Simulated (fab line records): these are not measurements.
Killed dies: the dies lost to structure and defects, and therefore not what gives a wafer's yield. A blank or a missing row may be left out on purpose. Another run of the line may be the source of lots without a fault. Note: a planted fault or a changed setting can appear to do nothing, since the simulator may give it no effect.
Struck lot and sound lot, side by side | flow nand-harc | 15 steps out of a route of 1302
Sound: wafers L294.1, L294.2, L294.3. Struck: wafer L306.6 (L306.1, L306.3, from the same lot, were not struck and are left out); the cause is given at the end.
At each step with rows: each side's tool, then ch and its chambers, then its first start. Under that, the readings that differ: sound wafers | struck wafers | difference of the means | sigmas: that difference in standard deviations of wafers without a fault.
alike: a reading whose means differ by less than 2 such deviations, as well as words and numbers matching on both sides. not compared: withheld readings; readings where some wafer has no value; bounds like >300 that might hide an equal value; numbers whose values overlap and for which the record gives no deviation.
Wherever a step has rows on one side only, a row that says differs or no value, or a row with sigmas, the two part there. When numbers do not overlap yet have no deviation, they are printed without sigmas and do not part them. A reading missing from all wafers of one side parts the sides only when that side holds two or more wafers.

first, 4 steps without rows for these wafers: NHARC_P_BONDPAD_EBR_05; NHARC_P_BONDPAD_EXPOSE_06 (exposes mask P BPAD); NHARC_P_BONDPAD_PEB_07 (peb time 80 s); NHARC_P_BONDPAD_DEVELOP_08 (time 50 s).
NHARC_P_BONDPAD_CD_MEAS_09 targets a cd of 500 nm.
  sound on cd-sem-02 ch 0, day 7 18:37; struck on cd-sem-03 ch 0, day 12 18:10
  alike: cd-nm
NHARC_P_BONDPAD_OVL_MEAS_38:
  sound on overlay-01, day 7 18:42; struck on overlay-02, day 12 18:16
  alike: overlay-x-nm, overlay-y-nm
then, 1 step without rows for these wafers: NHARC_P_BONDPAD_HARDBAKE_10 (time 65 s).
NHARC_P_BONDPAD_DESCUM_11: chemistry O2, time 3 s.
  sound on rie-diel-04 ch 0,1,2, day 7 18:49; struck on rie-diel-12 ch 0, day 12 18:23
  alike: drypump-motor-current-A, oes-product-au, rf-vpp-V, showerhead-plenum-p-Torr, throttle-valve-pct
  not compared: rf-hours-counter-h
NHARC_P_BONDPAD_ETCH_37: etches the open film in N2/H2, target depth 60 nm, overetch 18 nm, time 65.91 s.
  sound on rie-diel-04 ch 1,2,3, day 7 18:55; struck on rie-diel-12 ch 2, day 12 18:29
  reading                         | sound          | struck | difference | sigmas
  showerhead-plenum-p-Torr (Torr) | 2.17 2.10 2.04 | 1.93   | -0.17      | -2
  alike: drypump-motor-current-A, h2-flow-sccm, oes-product-au, rf-fwd-power-W, rf-vpp-V, throttle-valve-pct
  not compared: rf-hours-counter-h
NHARC_P_BONDPAD_ETCH_12: etches the open film in CHF3/O2, target depth 200 nm, time 100 s.
  sound: rie-diel-04 ch 0,1,2; struck: rie-diel-12 ch 1
  reading               | sound             | struck | difference | sigmas
  oes-product-au (a.u.) | 0.910 0.908 0.930 | 0.978  | +0.062     | +2
  rf-fwd-power-W (W)    | 499.8 494.3 499.9 | 493.6  | -4.4       | -3
  alike: drypump-motor-current-A, rf-vpp-V, showerhead-plenum-p-Torr, throttle-valve-pct
  not compared: rf-hours-counter-h
NHARC_P_BONDPAD_CD_MEAS_13:
  sound on cd-sem-01, day 7 19:08; struck on cd-sem-01, day 12 18:42
  alike: cd-nm
NHARC_P_BONDPAD_STRIP_15: strips in O2.
  sound on rie-diel-12 ch 0,1,3, day 7 19:13; struck on rie-diel-12 ch 0, day 12 18:48
  alike: drypump-motor-current-A, oes-product-au, rf-vpp-V, showerhead-plenum-p-Torr, throttle-valve-pct
  not compared: rf-hours-counter-h
NHARC_P_BONDPAD_ETCH_24: etches the open film in CF4/N2, target depth 30 nm, time 72.99 s.
  sound on rie-diel-12 ch 0,1,3, day 7 19:22; struck on rie-diel-12 ch 0, day 12 18:56
  reading               | sound             | struck | difference | sigmas
  oes-product-au (a.u.) | 1.002 1.012 0.984 | 0.743  | -0.256     | -23
  rf-fwd-power-W (W)    | 298.3 298.1 297.8 | 177.8  | -120.3     | -99 or more
  alike: drypump-motor-current-A, rf-vpp-V, showerhead-plenum-p-Torr, throttle-valve-pct
  not compared: rf-hours-counter-h
then, 1 step without rows for these wafers: NHARC_P_BONDPAD_STRIP_16 (strips in post etch residue remover, time 600 s).
-- record jumps: 18 days between struck wafers' starts before vs after; left off in module P_BONDPAD, resumes in module END, first step shown is number 1302 of the route --
NHARC_END_SORT_01:
  sound on prober-01 ch 0, day 25 04:34; struck on prober-02 ch 0, day 30 23:31
  reading                  | sound          | struck | difference | sigmas
  defect-limited-yield (%) | 87.9 87.1 87.1 | 0      | -87        | -34
  killed-at-array          | 81 84 85       | 45     | -38        | -2
  killed-at-periphery      | 1 3 2          | 630    | +628       | +99 or more
  killed-dies              | 82 87 87       | 677    | +592       | +35
  alike: killed-at-other, killed-open, killed-short

## WHERE THEY PART
First at NHARC_P_BONDPAD_ETCH_37; last, within this record, at NHARC_END_SORT_01.

WHY: the cause the simulator had injected
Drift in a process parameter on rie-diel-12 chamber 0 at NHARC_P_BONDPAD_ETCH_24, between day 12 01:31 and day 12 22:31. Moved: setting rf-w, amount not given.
